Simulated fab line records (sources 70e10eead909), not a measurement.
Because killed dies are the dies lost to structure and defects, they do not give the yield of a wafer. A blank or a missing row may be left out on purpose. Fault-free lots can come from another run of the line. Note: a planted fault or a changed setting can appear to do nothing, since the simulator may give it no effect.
Matching of chambers :: flow nandHarc :: NHARC_A_STAIRCASE_CMP_450 on cmp-04 has 4 sister chambers
The step polishes SiO2, target thk 200 nm. 8 wafers are shown with their chamber, then 9 later ones without.

## WAFERS, EACH WITH ITS CHAMBER
wafer: L078.5
chamber: 2
motorCurrentA (A): 10.6
slurryFilterDpKPa (kPa): 13.63

wafer: L077.5
chamber: 0
motorCurrentA (A): 11.0
slurryFilterDpKPa (kPa): 13.27

wafer: L081.2
chamber: 2
motorCurrentA (A): 10.5
slurryFilterDpKPa (kPa): 13.36

wafer: L081.3
chamber: 3
motorCurrentA (A): 11.8
slurryFilterDpKPa (kPa): 13.31

wafer: L081.5
chamber: 0
motorCurrentA (A): 12.1
slurryFilterDpKPa (kPa): 13.52

wafer: L083.2
chamber: 1
motorCurrentA (A): 10.8
slurryFilterDpKPa (kPa): 13.43

wafer: L083.4
chamber: 3
motorCurrentA (A): 11.3
slurryFilterDpKPa (kPa): 13.21

wafer: L083.6
chamber: 1
motorCurrentA (A): 11.5
slurryFilterDpKPa (kPa): 13.57

## WAFERS WITH NO CHAMBER GIVEN
wafer: L087.1
motorCurrentA (A): 11.4
slurryFilterDpKPa (kPa): 13.22

wafer: L087.2
motorCurrentA (A): 11.8
slurryFilterDpKPa (kPa): 13.42

wafer: L087.4
motorCurrentA (A): 11.0
slurryFilterDpKPa (kPa): 13.64

wafer: L088.1
motorCurrentA (A): 10.9
slurryFilterDpKPa (kPa): 13.53

wafer: L088.5
motorCurrentA (A): 12.1
slurryFilterDpKPa (kPa): 13.62

wafer: L088.6
motorCurrentA (A): 11.9
slurryFilterDpKPa (kPa): 13.33

wafer: L095.2
motorCurrentA (A): 11.6
slurryFilterDpKPa (kPa): 13.70

wafer: L095.5
motorCurrentA (A): 11.8
slurryFilterDpKPa (kPa): 13.44

wafer: L095.6
motorCurrentA (A): 12.3
slurryFilterDpKPa (kPa): 13.57

## WHICH CHAMBER EACH ONE RAN IN
wafer: L087.1
from the rows above: can't be placed: 3 or 0 or 1
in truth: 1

wafer: L087.2
from the rows above: can't be placed: 0 or 3 or 1
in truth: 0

wafer: L087.4
from the rows above: can't be placed: 1 or 2 or 0 or 3
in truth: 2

wafer: L088.1
from the rows above: can't be placed: 1 or 2 or 0 or 3
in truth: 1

wafer: L088.5
from the rows above: can't be placed: 0 or 1 or 3 or 2
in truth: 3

wafer: L088.6
from the rows above: can't be placed: 0 or 3 or 1
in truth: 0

wafer: L095.2
from the rows above: can't be placed: 1 or 0 or 2 or 3
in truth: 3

wafer: L095.5
from the rows above: can't be placed: 0 or 3 or 1 or 2
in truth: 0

wafer: L095.6
from the rows above: can't be placed: 0 or 1 or 3 or 2
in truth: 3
Placed correctly: 0 of 9. From these rows, 9 cannot be placed; in 9 the true chamber is one of the candidates. Placed wrongly: 0.
How it was worked out, from the rows above alone: a wafer's distance from a chamber is the root of the sum, over the readings, of the square of ((its reading less the chamber's mean) divided by the reading's scatter). The wafer belongs to the nearest chamber; if the next one is less than 2 further off, it can't be placed. A chamber's mean is the mean of its shown wafers. The scatter: the root of (the sum of the squares of (reading less its chamber's mean) over the shown wafers, divided by (wafers less chambers)).
